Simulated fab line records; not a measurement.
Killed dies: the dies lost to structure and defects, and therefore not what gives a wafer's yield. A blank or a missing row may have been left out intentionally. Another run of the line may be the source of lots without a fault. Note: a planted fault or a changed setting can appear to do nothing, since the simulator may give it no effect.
fab line records	flow nand-harc	part 2 of 2: steps 5 to 6 of 6
[record] lots = 22	wafers = 66	last-day = 34
route steps=1302 shown A_STAIRCASE@701
lots untouched by any fault: they come from a run of this same line in which no faults occurred
start-h: start of the lot's first displayed wafer, in hours after the record's first day	wait-h: hours elapsed since this lot's preceding step	" same as the row above	L1.1+2: several wafers, shown together as one row	- no value present, or no start provided	* or withheld: withheld	< > ~ a bound
route shown NAME@n: a module of which the file shows steps, and the number in the route of the first	usual: mean/standard deviation taken from wafers without a fault	same: alike in all rows	chamber/n: place in a boat	sites: readings site by site	_std_site: standard deviation across them	_edge_site: outer sites' mean less inner sites'	radius-mm: how far each site lies from the wafer's centre	mask NAME#n: copy n	behind: tool/chamber where the wafer was last shaped	hold: why the lot went on hold/how many hours it stayed there/how the hold came to an end	device: the n, p or np transistor that did not switch	end of line: the route-end tests of the same wafers	a step given without rows: its recipe and nothing more	killed: count of dies lost to structure and defects at first sort (not the wafer's yield)	map: shows each die of a wafer: x if killed, . if not, _ if none is there
set.NAME: the setting as run; set.NAME@STEP: as run at that earlier step	model.NAME: the simulator's own value behind a step, which no gauge read
one table for each step of the route and one row for each wafer, over a sample of lots
services: the hour from which a tool's chamber was out of use, counted from the record's first day as start-h (under 0 if before that day), plus the number of hours and why
[[steps]]
[step NHARC_A_STAIRCASE_TRIM_226]
[recipe] time-s = 211.2	o2-flow-sccm = 500	ar-flow-sccm = 0	bias-w = 0	chemistry = O2
[usual] drypump-motor-current-A = 6.00/0.27	oes-product-au = 1.004/0.014	rf-vpp-V = 57.6/0.93	showerhead-plenum-p-Torr = 3.52/0.17	throttle-valve-pct = 17.037/0.0091
lot.wafer	tool	chamber	start-h	wait-h	drypump-motor-current-A	oes-product-au	rf-hours-counter-h	rf-vpp-V	showerhead-plenum-p-Torr	throttle-valve-pct
L074.1	rie-diel-03	3	-	-	5.88	1.008	29	57.1	3.72	17.035
L074.2	"	1	"	"	6.19	0.993	29	57.5	3.28	17.028
L074.6	"	3	"	"	5.89	1.002	-	56.4	3.72	17.021
L075.2	rie-diel-03	1	-	-	6.16	0.982	33	56.7	3.28	17.034
L075.1	"	2	"	"	5.99	1.019	34	57.9	3.38	17.046
L075.6	"	1	"	"	6.19	0.978	-	56.6	3.28	17.039
L076.3	rie-diel-03	2	-	-	6.01	1.007	34	56.8	3.38	17.038
L076.4	"	1	"	"	6.20	0.983	33	56.8	3.28	17.056
L076.5	"	2	"	"	5.99	1.010	-	56.3	3.38	17.037
L077.4	rie-diel-03	0	-	-	6.15	1.017	40	58.5	3.45	17.029
L077.1	"	2	"	"	6.00	1.010	39	57.5	3.38	17.028
L077.2	"	3	"	"	5.88	1.007	41	57.0	3.71	17.038
L080.2	rie-diel-03	2	-	-	5.99	1.010	49	57.6	3.37	17.037
L080.4	"	0	"	"	6.17	1.012	48	56.2	3.44	17.044
L080.6	"	2	"	"	5.99	1.000	-	57.3	3.37	17.031
L079.3	rie-diel-03	1	-	-	6.20	0.987	47	57.8	3.27	17.026
L079.2	"	2	"	"	5.99	0.998	50	58.3	3.37	17.052
L079.4	"	1	"	"	6.18	0.973	-	56.6	3.27	17.039
L081.1	rie-diel-03	3	-	-	5.92	1.007	56	57.5	3.71	17.057
L081.5	"	2	"	"	6.01	1.003	-	57.4	3.37	17.030
L081.6	"	3	"	"	5.90	1.012	-	58.5	3.71	17.043
L082.1	rie-diel-12	3	-	-	5.68	1.013	55	58.6	3.57	17.031
L082.4	"	0	"	"	6.08	1.002	58	57.4	3.61	17.046
L082.5	"	2	"	"	5.40	1.013	-	58.3	3.42	17.044
L083.3	rie-diel-13	3	-	-	5.54	1.018	34	56.8	3.30	17.047
L083.1	"	0	"	"	6.34	1.005	31	56.6	3.61	17.023
L083.5	"	0	"	"	6.33	0.998	-	58.8	3.61	17.025
L084.2	rie-diel-12	3	-	-	5.72	0.994	6	58.5	3.56	17.042
L084.5	"	0	"	"	6.03	1.009	-	58.4	3.61	17.035
L084.6	"	1	"	"	5.73	0.995	-	55.8	3.36	17.034
L085.3	rie-diel-03	2	-	-	6.01	0.989	1	57.6	3.36	17.044
L085.2	"	3	"	"	5.91	0.997	1	57.4	3.70	17.041
L085.5	"	2	"	"	6.01	0.998	-	57.5	3.36	17.033
L086.2	rie-diel-12	1	-	-	5.73	0.988	11	57.0	3.36	17.047
L086.4	"	3	"	"	5.64	0.998	9	57.2	3.56	17.042
L086.5	"	2	"	"	5.42	0.997	-	59.1	3.42	17.019
L087.2	rie-diel-13	0	-	-	6.33	0.996	54	58.6	3.59	17.025
L087.1	"	3	"	"	5.59	1.002	57	57.8	3.29	17.026
L087.5	"	0	"	"	6.32	1.005	-	58.1	3.59	17.035
L088.3	rie-diel-03	2	-	-	6.00	0.992	8	57.5	3.36	17.028
L088.4	"	3	"	"	5.90	0.990	8	59.5	3.69	17.053
L088.1	"	0	"	"	6.17	1.024	9	55.9	3.43	17.044
L090.1	rie-diel-03	3	-	-	5.92	0.988	20	57.3	3.69	17.041
L090.3	"	2	"	"	6.00	1.002	20	56.9	3.35	17.044
L090.5	"	0	"	"	6.17	1.038	-	56.4	3.43	17.049
L089.1	rie-diel-13	2	-	-	6.49	1.005	2	57.5	3.49	17.020
L089.6	"	3	"	"	5.58	1.004	-	58.6	3.81	17.060
L089.5	"	0	"	"	6.34	1.018	-	57.2	3.59	17.037
L091.4	rie-diel-03	1	-	-	6.20	0.997	20	59.2	3.80	17.034
L091.5	"	3	"	"	5.89	0.988	-	57.5	3.69	17.049
L091.6	"	0	"	"	6.17	1.029	-	57.6	3.42	17.036
L093.2	rie-diel-03	0	-	-	6.17	1.031	25	57.6	3.42	17.040
L093.5	"	1	"	"	6.19	1.002	-	59.9	3.79	17.034
L093.6	"	2	"	"	6.01	0.997	-	57.8	3.35	17.037
L092.3	rie-diel-13	0	-	-	6.34	1.020	11	57.6	3.58	17.040
L092.1	"	2	"	"	6.47	1.011	12	58.7	3.48	17.026
L092.5	"	3	"	"	5.58	0.990	-	56.8	3.80	17.047
L096.1	rie-diel-13	0	-	-	6.33	1.030	20	57.5	3.58	17.029
L096.4	"	1	"	"	6.41	1.004	19	58.6	3.77	17.026
L096.6	"	0	"	"	6.32	1.026	-	57.5	3.58	17.017
L097.4	rie-diel-12	3	-	-	5.67	1.006	42	57.7	3.54	17.051
L097.2	"	0	"	"	6.05	0.997	38	58.6	3.59	17.052
L097.3	"	2	"	"	5.42	0.999	38	57.9	3.40	17.039
L095.1	rie-diel-03	2	-	-	5.99	0.996	40	56.1	3.34	17.038
L095.4	"	3	"	"	5.87	1.008	35	57.4	3.68	17.034
L095.6	"	2	"	"	6.00	0.989	-	58.0	3.34	17.031
[step NHARC_A_STAIRCASE_TRIM_233]
[recipe] time-s = 211.2	o2-flow-sccm = 500	ar-flow-sccm = 0	bias-w = 0	chemistry = O2
[usual] drypump-motor-current-A = 6.1/0.3	oes-product-au = 1.003/0.014	rf-vpp-V = 57.9/0.93	showerhead-plenum-p-Torr = 3.56/0.17	throttle-valve-pct = 17.036/0.009
lot.wafer	tool	chamber	start-h	wait-h	drypump-motor-current-A	oes-product-au	rf-hours-counter-h	rf-vpp-V	showerhead-plenum-p-Torr	throttle-valve-pct
L074.2	rie-diel-12	1	-	-	5.7	1.001	25	56.7	3.37	17.043
L074.1	"	2	"	"	5.4	1.030	26	59.0	3.44	17.038
L074.6	"	0	"	"	6.0	1.011	-	58.4	3.63	17.020
L075.1	rie-diel-03	1	-	-	6.2	0.992	33	57.0	3.28	17.037
L075.2	"	2	"	"	6.0	1.007	34	57.2	3.38	17.037
L075.6	"	3	"	"	5.9	1.008	-	58.1	3.72	17.029
L076.4	rie-diel-13	0	-	-	6.3	1.000	6	56.6	3.62	17.033
L076.3	"	2	"	"	6.5	1.006	8	58.9	3.52	17.027
L076.5	"	3	"	"	5.6	1.021	-	58.3	3.31	17.034
L077.2	rie-diel-03	2	-	-	6.0	1.007	40	57.5	3.38	17.046
L077.1	"	0	"	"	6.2	1.018	40	56.5	3.45	17.039
L077.4	"	1	"	"	6.2	0.974	39	56.6	3.27	17.038
L080.4	rie-diel-13	2	-	-	6.5	1.001	20	59.1	3.51	17.036
L080.2	"	1	"	"	6.4	0.988	17	58.1	3.80	17.038
L080.6	"	2	"	"	6.5	1.012	-	58.2	3.51	17.031
L079.3	rie-diel-12	0	-	-	6.1	0.989	46	56.8	3.62	17.043
L079.2	"	2	"	"	5.4	1.017	45	57.8	3.43	17.043
L079.4	"	0	"	"	6.1	1.008	-	57.9	3.62	17.062
L081.1	rie-diel-13	3	-	-	5.6	1.003	25	56.3	3.30	17.040
L081.5	"	0	"	"	6.3	0.993	-	56.3	3.61	17.038
L081.6	"	1	"	"	6.5	0.984	-	58.7	3.80	17.049
L082.1	rie-diel-03	3	-	-	5.9	1.010	62	57.8	3.70	17.038
L082.4	"	1	"	"	6.2	0.985	55	57.5	3.27	17.042
L082.5	"	2	"	"	6.0	0.997	-	57.3	3.37	17.033
L083.1	rie-diel-03	3	-	-	5.9	1.015	62	59.1	3.70	17.040
L083.3	"	1	"	"	6.2	0.995	56	57.6	3.27	17.035
L083.5	"	0	"	"	6.2	1.024	-	58.0	3.44	17.033
L084.2	rie-diel-13	1	-	-	6.4	0.981	29	57.4	3.79	17.022
L084.6	"	1	"	"	6.5	0.968	-	58.8	3.79	17.025
L084.5	"	2	"	"	6.5	0.998	-	56.8	3.50	17.057
L085.2	rie-diel-03	0	-	-	6.1	1.026	2	56.6	3.43	17.046
L085.3	"	1	"	"	6.2	1.009	2	58.7	3.81	17.053
L085.5	"	0	"	"	6.2	1.029	-	57.5	3.43	17.036
L086.2	rie-diel-03	1	-	-	6.2	1.007	3	57.3	3.81	17.027
L086.4	"	3	"	"	5.9	0.982	3	59.2	3.70	17.030
L086.5	"	1	"	"	6.2	1.003	-	57.7	3.81	17.031
L087.1	rie-diel-03	2	-	-	6.0	0.990	7	58.1	3.36	17.033
L087.2	"	1	"	"	6.2	1.004	8	58.8	3.80	17.044
L087.5	"	2	"	"	6.0	0.996	-	57.9	3.36	17.044
L088.3	rie-diel-03	3	-	-	5.9	0.974	8	58.1	3.69	17.030
L088.4	"	1	"	"	6.2	1.011	9	59.2	3.80	17.030
L088.1	"	2	"	"	6.0	0.986	8	57.2	3.36	17.036
L089.1	rie-diel-13	0	-	-	6.3	1.016	2	57.9	3.59	17.029
L089.6	"	0	"	"	6.3	1.034	-	60.1	3.59	17.041
L089.5	"	1	"	"	6.4	0.991	-	58.5	3.78	17.047
L090.3	rie-diel-03	0	-	-	6.2	1.022	19	58.0	3.42	17.037
L090.1	"	3	"	"	5.9	0.980	21	58.7	3.69	17.031
L090.5	"	1	"	"	6.2	1.002	-	59.6	3.80	17.046
L091.4	rie-diel-13	1	-	-	6.5	0.992	4	59.7	3.78	17.028
L091.5	"	1	"	"	6.4	0.983	-	59.2	3.78	17.034
L091.6	"	2	"	"	6.5	1.004	-	55.0	3.49	17.049
L093.2	rie-diel-13	3	-	-	5.5	0.993	12	58.7	3.80	17.041
L093.6	"	2	"	"	6.5	1.005	-	58.5	3.48	17.034
L093.5	"	3	"	"	5.6	0.991	-	59.0	3.80	17.036
L092.3	rie-diel-12	0	-	-	6.1	1.001	30	58.4	3.59	17.048
L092.1	"	1	"	"	5.8	0.988	33	56.5	3.34	17.017
L092.5	"	1	"	"	5.7	0.983	-	58.2	3.34	17.036
L096.4	rie-diel-03	0	-	-	6.2	1.027	36	56.9	3.42	17.031
L096.1	"	2	"	"	6.0	0.985	39	57.7	3.34	17.053
L096.6	"	0	"	"	6.2	1.021	-	56.7	3.42	17.014
L097.3	rie-diel-13	3	-	-	5.6	0.983	23	57.0	3.80	17.021
L097.2	"	0	"	"	6.3	1.011	21	57.0	3.58	17.042
L097.4	"	2	"	"	6.5	1.000	21	58.4	3.48	17.047
L095.1	rie-diel-13	0	-	-	6.3	1.023	21	57.8	3.58	17.036
L095.4	"	1	"	"	6.5	0.990	19	58.7	3.77	17.038
L095.6	"	0	"	"	6.3	1.028	-	59.0	3.58	17.019
[[services]]
tool	chamber	start-h	hours	kind
rie-diel-03	0	340.97	-	clean
rie-diel-03	1	340.97	-	clean
rie-diel-03	2	340.97	-	clean
rie-diel-03	3	340.97	-	clean
rie-diel-13	-	342.05	9.0	pm
rie-diel-03	0	365.47	-	clean
rie-diel-03	1	365.47	-	clean
rie-diel-03	2	365.47	-	clean
rie-diel-03	3	365.47	-	clean
rie-diel-03	0	390.12	-	clean
rie-diel-03	1	390.12	-	clean
rie-diel-03	2	390.12	-	clean
rie-diel-03	3	390.12	-	clean
rie-diel-12	3	391.16	15.7	repair
rie-diel-12	1	393.31	17.1	repair
rie-diel-03	0	407.54	3.3	repair
rie-diel-03	0	415.28	-	clean
rie-diel-03	1	415.28	-	clean
rie-diel-13	1	436.55	14.8	repair
rie-diel-03	-	460.50	9.0	pm
rie-diel-13	1	511.94	4.5	repair
rie-diel-13	-	519.68	9.0	pm
rie-diel-12	0	537.58	4.4	repair
rie-diel-03	3	568.58	8.0	repair
